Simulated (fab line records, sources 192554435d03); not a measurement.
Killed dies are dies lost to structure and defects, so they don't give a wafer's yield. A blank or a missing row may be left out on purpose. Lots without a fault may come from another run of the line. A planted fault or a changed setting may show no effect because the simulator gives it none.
Chamber matching | flow n5_finfet | N5_GATE_CUT_ETCH_19 on rie_diel-04: 4 sister chambers
The step etches SiNx in CH3F/O2, target depth 53.7 nm, time 76.7 s. 14 wafers are shown with their chamber, then 7 later ones without.

WAFERS WITH THEIR CHAMBER
wafer  | chamber | showerhead_plenum_p_Torr (Torr) | oes_product_au (a.u.) | throttle_valve_pct (%)
L704.2 | 0       | 1.98                            | 0.85                  | 16.16
L704.3 | 1       | 2.03                            | 0.80                  | 16.26
L704.5 | 1       | 2.03                            | 0.80                  | 16.25
L707.1 | 2       | 1.91                            | 0.61                  | 16.37
L707.2 | 0       | 1.98                            | 0.84                  | 16.18
L707.4 | 3       | 1.93                            | 0.69                  | 16.41
L712.2 | 3       | 1.93                            | 0.69                  | 16.42
L712.4 | 1       | 2.03                            | 0.76                  | 16.30
L712.5 | 0       | 1.97                            | 0.81                  | 16.21
L715.3 | 2       | 1.90                            | 0.59                  | 16.42
L715.4 | 3       | 1.93                            | 0.68                  | 16.44
L715.5 | 1       | 2.02                            | 0.77                  | 16.29
L716.1 | 3       | 1.93                            | 0.67                  | 16.44
L716.2 | 2       | 1.90                            | 0.60                  | 16.42

SIGNATURES (means of the wafers above)
reading                  | chamber 0 | chamber 1 | chamber 2 | chamber 3 | scatter within a chamber
showerhead_plenum_p_Torr | 1.9767    | 2.0275    | 1.9033    | 1.9300    | 0.00456
oes_product_au           | 0.8333    | 0.7825    | 0.6000    | 0.6825    | 0.0162
throttle_valve_pct       | 16.1833   | 16.2750   | 16.4033   | 16.4275   | 0.023
Rule: a wafer's distance from a chamber is the root of the sum, over the readings, of the square of ((its reading less the chamber's mean) divided by the reading's scatter). The wafer belongs to the nearest chamber; if the next one is less than 2 further off, it can't be placed. The scatter: the root of (the sum of the squares of (reading less its chamber's mean) over the shown wafers, divided by (wafers less chambers)).

WAFERS WITHOUT THEIR CHAMBER
wafer  | showerhead_plenum_p_Torr (Torr) | oes_product_au (a.u.) | throttle_valve_pct (%)
L716.5 | 2.02                            | 0.77                  | 16.30
L722.3 | 1.93                            | 0.67                  | 16.46
L722.4 | 1.90                            | 0.59                  | 16.43
L722.5 | 1.93                            | 0.67                  | 16.46
L723.1 | 1.92                            | 0.67                  | 16.46
L723.3 | 2.02                            | 0.74                  | 16.34
L723.4 | 1.90                            | 0.59                  | 16.44

WHICH CHAMBER EACH WENT THROUGH
wafer  | from the rows above | in truth
L716.5 | 1                   | 1
L722.3 | 3                   | 3
L722.4 | 2                   | 2
L722.5 | 3                   | 3
L723.1 | 3                   | 3
L723.3 | 1                   | 1
L723.4 | 2                   | 2
Placed correctly: 7 of 7. Can't be placed from these rows: 0. Placed wrongly: 0.
